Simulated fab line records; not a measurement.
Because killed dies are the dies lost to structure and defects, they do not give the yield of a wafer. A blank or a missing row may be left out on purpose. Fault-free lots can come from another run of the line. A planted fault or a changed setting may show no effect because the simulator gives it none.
Chamber matching	flow n5Finfet	N5_BEOL_M1_ETCHBACK_99 on rieDiel-02: 4 sister chambers
The step etches SiO2 in CHF3, target depth 5 nm, time 10.4 s. 22 wafers are shown with their chamber, then 11 later ones without.

## WAFERS PAIRED WITH THEIR CHAMBERS
wafer	chamber	drypumpMotorCurrentA (A)	showerheadPlenumPTorr (Torr)	throttleValvePct (%)
L075.2	1	6.4	2.14	16.93
L075.5	1	6.4	2.14	16.92
L075.6	2	6.3	2.18	16.71
L074.2	1	6.4	2.14	16.90
L074.4	0	6.3	2.12	16.97
L074.6	0	6.3	2.12	16.96
L078.1	0	6.3	2.12	16.97
L078.2	1	6.4	2.14	16.94
L078.6	3	5.5	2.28	16.80
L080.1	3	5.5	2.28	16.80
L080.3	0	6.3	2.12	16.98
L080.4	3	5.5	2.28	16.82
L081.3	2	6.4	2.18	16.74
L081.5	3	5.5	2.28	16.81
L081.6	0	6.3	2.12	16.98
L085.1	0	6.3	2.12	17.00
L085.3	3	5.5	2.27	16.83
L085.6	1	6.4	2.14	16.95
L088.1	2	6.3	2.17	16.77
L088.2	0	6.3	2.11	17.02
L088.4	3	5.5	2.27	16.87
L089.3	2	6.4	2.17	16.78

SIGNATURES (averages over the wafers above)
reading	chamber 0	chamber 1	chamber 2	chamber 3	scatter within a chamber
drypumpMotorCurrentA	6.300	6.400	6.350	5.500	0.0236
showerheadPlenumPTorr	2.1186	2.1400	2.1750	2.2767	0.00421
throttleValvePct	16.9829	16.9280	16.7500	16.8217	0.0242
Rule: a wafer lies at a distance from a chamber equal to the root of the sum of squares, over the readings, of (its reading less the chamber's mean, divided by the reading's scatter). If the next closest chamber is less than 2 further off than the closest, the wafer can't be placed; otherwise it belongs to the closest. The scatter: the root of (the sum of the squares of (reading less its chamber's mean) over the shown wafers, divided by (wafers less chambers)).

## WAFERS WITH NO CHAMBER GIVEN
wafer	drypumpMotorCurrentA (A)	showerheadPlenumPTorr (Torr)	throttleValvePct (%)
L089.4	6.3	2.11	17.04
L089.6	6.3	2.11	17.02
L094.1	6.4	2.13	16.99
L094.4	6.3	2.11	17.04
L094.5	6.4	2.13	16.99
L092.1	6.4	2.13	17.00
L092.3	6.4	2.17	16.79
L092.5	6.3	2.11	17.04
L097.4	5.5	2.27	16.87
L097.5	6.3	2.11	17.05
L097.6	5.5	2.27	16.86

## WHICH CHAMBER EACH WENT THROUGH
wafer	from the rows above	in truth
L089.4	0	0
L089.6	0	0
L094.1	can't be placed: 1 or 0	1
L094.4	0	0
L094.5	can't be placed: 1 or 0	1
L092.1	can't be placed: 1 or 0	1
L092.3	2	2
L092.5	0	0
L097.4	3	3
L097.5	0	0
L097.6	3	3
8 of 11 placed correctly. From these rows, 3 cannot be placed; in 3 the true chamber is one of the candidates. Number placed wrongly: 0.
